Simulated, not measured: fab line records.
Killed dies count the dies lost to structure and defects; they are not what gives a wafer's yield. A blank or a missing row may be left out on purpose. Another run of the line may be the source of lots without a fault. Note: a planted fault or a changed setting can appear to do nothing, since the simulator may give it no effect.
Check for tools in common ; flow nand_harc ; 1 lot, 3 wafers sampled

## WHAT PROMPTED THE OPENING
At NHARC_END_SORT_01 the reading killed_at_periphery is flagged on 1 of 1 lot. Wafers without a fault read 4, standard deviation 3.2.
Rule: a lot is flagged in two cases, either no wafer of it has a number, or all its wafers with numbers fall more than 4 standard deviations from that mean. All remaining lots are regarded as sound.

lot;measured;on;killed_at_periphery, wafer by wafer;flag
L245;day 25 10:17;prober-01;608 608 609;FLAGGED
On average the flagged lots read 608, which is +604 against the usual, or +99 or more standard deviations.

## WHICH TOOL RAN EACH LOT
The record holds 4 process steps before the reading, out of a route of 1302 steps. Each cell gives the tool, then ch followed by the chambers the sampled wafers passed through, then the start.
lot;flag;NHARC_P_ZERO_WELL_DESCUM_26;NHARC_P_GATE_EXPOSE_08;NHARC_P_GATE_DESCUM_31;NHARC_P_GATE_ETCHBACK_37
L245;FLAGGED;rie_diel-12 ch 0,2, day 3 14:32;krf_scanner-02 ch 0, day 5 21:48;rie_diel-01 ch 0,2,3, day 6 14:38;rie_diel-02 ch 1,3, day 25 10:17 or earlier
What the steps here do:
- NHARC_P_ZERO_WELL_DESCUM_26: chemistry O2, time 3 s.
- NHARC_P_GATE_EXPOSE_08: exposes mask P HV.
- NHARC_P_GATE_DESCUM_31: chemistry O2, time 3 s.
- NHARC_P_GATE_ETCHBACK_37: etches the open film in CHF3/O2, target depth 34.5 nm, time 17.2 s.
- NHARC_END_SORT_01

## FLAGGED OVER TOTAL, TOOL BY TOOL (the gauges that took the reading come last)
step;tool;lots run;flagged;share of the flagged lots;sound lots run after its first flagged lot
NHARC_P_ZERO_WELL_DESCUM_26;rie_diel-12;1;1;all;0
NHARC_P_GATE_EXPOSE_08;krf_scanner-02;1;1;all;0
NHARC_P_GATE_DESCUM_31;rie_diel-01;1;1;all;0
NHARC_P_GATE_ETCHBACK_37;rie_diel-02;1;1;all;0
NHARC_END_SORT_01;prober-01;1;1;all;0
NHARC_P_GATE_ETCHBACK_37 gives no start for some lots, so the hours and the order of its lots are those of NHARC_END_SORT_01.

## WHAT THE TABLE ALLOWS
5 rows of the table ran every flagged lot: rie_diel-12 at NHARC_P_ZERO_WELL_DESCUM_26, krf_scanner-02 at NHARC_P_GATE_EXPOSE_08, rie_diel-01 at NHARC_P_GATE_DESCUM_31, rie_diel-02 at NHARC_P_GATE_ETCHBACK_37, prober-01 at NHARC_END_SORT_01.
- rie_diel-12 at NHARC_P_ZERO_WELL_DESCUM_26: 1 of its 1 lot flagged. No sound lot ran on it before its first flagged lot in this sample; the start therefore can't be narrowed down.
- krf_scanner-02 at NHARC_P_GATE_EXPOSE_08: 1 of its 1 lot flagged. No sound lot ran on it before its first flagged lot in this sample; the start therefore can't be narrowed down.
- rie_diel-01 at NHARC_P_GATE_DESCUM_31: 1 of its 1 lot flagged. No sound lot ran on it before its first flagged lot in this sample; the start therefore can't be narrowed down.
- rie_diel-02 at NHARC_P_GATE_ETCHBACK_37: 1 of its 1 lot flagged. No sound lot ran on it before its first flagged lot in this sample; the start therefore can't be narrowed down.
- prober-01 at NHARC_END_SORT_01: 1 of its 1 lot flagged. No sound lot ran on it before its first flagged lot in this sample; the start therefore can't be narrowed down.
These 5 tools cannot be told apart by counting lots, since each of them fits a fault that started at some hour. More lots, or a look at what each step does to the wafer, might.

## WHAT THE SIMULATOR HAD PUT IN
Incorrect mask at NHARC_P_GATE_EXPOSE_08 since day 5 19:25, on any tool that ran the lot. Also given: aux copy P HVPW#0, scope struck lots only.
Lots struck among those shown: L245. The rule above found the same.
